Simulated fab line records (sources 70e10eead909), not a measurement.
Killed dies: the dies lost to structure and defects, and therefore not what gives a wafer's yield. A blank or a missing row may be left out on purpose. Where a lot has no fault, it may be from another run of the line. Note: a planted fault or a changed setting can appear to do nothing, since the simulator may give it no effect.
Matching of chambers || flow nand_harc || NHARC_P_ZERO_WELL_DESCUM_54 on rie_diel-09 has 4 sister chambers
The step chemistry O2, time 3 s. 14 wafers are shown with their chamber, then 7 later ones without.

WAFERS, EACH WITH ITS CHAMBER
{"wafer": "L605.1", "chamber": 1, "drypump_motor_current_A (A)": 5.6, "oes_product_au (a.u.)": 0.991, "throttle_valve_pct (%)": 11.306}
{"wafer": "L605.3", "chamber": 0, "drypump_motor_current_A (A)": 5.2, "oes_product_au (a.u.)": 1.003, "throttle_valve_pct (%)": 11.323}
{"wafer": "L605.5", "chamber": 2, "drypump_motor_current_A (A)": 6.0, "oes_product_au (a.u.)": 1.002, "throttle_valve_pct (%)": 11.317}
{"wafer": "L606.1", "chamber": 0, "drypump_motor_current_A (A)": 5.2, "oes_product_au (a.u.)": 0.994, "throttle_valve_pct (%)": 11.304}
{"wafer": "L606.4", "chamber": 2, "drypump_motor_current_A (A)": 5.9, "oes_product_au (a.u.)": 0.997, "throttle_valve_pct (%)": 11.329}
{"wafer": "L606.6", "chamber": 1, "drypump_motor_current_A (A)": 5.7, "oes_product_au (a.u.)": 0.980, "throttle_valve_pct (%)": 11.315}
{"wafer": "L608.3", "chamber": 2, "drypump_motor_current_A (A)": 6.0, "oes_product_au (a.u.)": 1.001, "throttle_valve_pct (%)": 11.317}
{"wafer": "L608.4", "chamber": 3, "drypump_motor_current_A (A)": 6.3, "oes_product_au (a.u.)": 1.005, "throttle_valve_pct (%)": 11.321}
{"wafer": "L608.6", "chamber": 1, "drypump_motor_current_A (A)": 5.7, "oes_product_au (a.u.)": 0.991, "throttle_valve_pct (%)": 11.321}
{"wafer": "L609.2", "chamber": 2, "drypump_motor_current_A (A)": 6.0, "oes_product_au (a.u.)": 1.011, "throttle_valve_pct (%)": 11.321}
{"wafer": "L609.3", "chamber": 0, "drypump_motor_current_A (A)": 5.2, "oes_product_au (a.u.)": 1.004, "throttle_valve_pct (%)": 11.322}
{"wafer": "L609.6", "chamber": 2, "drypump_motor_current_A (A)": 5.9, "oes_product_au (a.u.)": 0.999, "throttle_valve_pct (%)": 11.302}
{"wafer": "L612.2", "chamber": 0, "drypump_motor_current_A (A)": 5.2, "oes_product_au (a.u.)": 0.998, "throttle_valve_pct (%)": 11.312}
{"wafer": "L612.3", "chamber": 2, "drypump_motor_current_A (A)": 5.9, "oes_product_au (a.u.)": 1.000, "throttle_valve_pct (%)": 11.301}

SIGNATURES (means of the wafers above)
{"reading": "drypump_motor_current_A", "chamber 0": 5.200, "chamber 1": 5.667, "chamber 2": 5.950, "chamber 3": 6.300, "scatter within a chamber": 0.0465}
{"reading": "oes_product_au", "chamber 0": 0.99975, "chamber 1": 0.98733, "chamber 2": 1.00167, "chamber 3": 1.00500, "scatter within a chamber": 0.00515}
{"reading": "throttle_valve_pct", "chamber 0": 11.31525, "chamber 1": 11.31400, "chamber 2": 11.31450, "chamber 3": 11.32100, "scatter within a chamber": 0.0098}
Rule: for a wafer and a chamber, the distance is found by dividing, reading by reading, the gap between the wafer's reading and the chamber's mean by the reading's scatter, squaring, summing and taking the root. The wafer belongs to the nearest chamber; if the next one is less than 2 further off, it can't be placed. The scatter: take each reading less its chamber's mean, square it, sum over the shown wafers, divide by the number of wafers less the number of chambers, and take the root.

WAFERS WITHOUT THEIR CHAMBER
{"wafer": "L612.4", "drypump_motor_current_A (A)": 6.3, "oes_product_au (a.u.)": 0.998, "throttle_valve_pct (%)": 11.304}
{"wafer": "L614.1", "drypump_motor_current_A (A)": 5.2, "oes_product_au (a.u.)": 1.005, "throttle_valve_pct (%)": 11.327}
{"wafer": "L614.5", "drypump_motor_current_A (A)": 5.2, "oes_product_au (a.u.)": 1.003, "throttle_valve_pct (%)": 11.324}
{"wafer": "L614.6", "drypump_motor_current_A (A)": 5.7, "oes_product_au (a.u.)": 0.985, "throttle_valve_pct (%)": 11.313}
{"wafer": "L617.3", "drypump_motor_current_A (A)": 6.3, "oes_product_au (a.u.)": 1.012, "throttle_valve_pct (%)": 11.312}
{"wafer": "L617.5", "drypump_motor_current_A (A)": 5.7, "oes_product_au (a.u.)": 0.989, "throttle_valve_pct (%)": 11.309}
{"wafer": "L617.6", "drypump_motor_current_A (A)": 6.0, "oes_product_au (a.u.)": 1.003, "throttle_valve_pct (%)": 11.300}

WHICH CHAMBER EACH WENT THROUGH
{"wafer": "L612.4", "from the rows above": 3, "in truth": 3}
{"wafer": "L614.1", "from the rows above": 0, "in truth": 0}
{"wafer": "L614.5", "from the rows above": 0, "in truth": 0}
{"wafer": "L614.6", "from the rows above": 1, "in truth": 1}
{"wafer": "L617.3", "from the rows above": 3, "in truth": 3}
{"wafer": "L617.5", "from the rows above": 1, "in truth": 1}
{"wafer": "L617.6", "from the rows above": 2, "in truth": 2}
7 of 7 placed correctly. From these rows, 0 cannot be placed. Placed wrongly: 0.
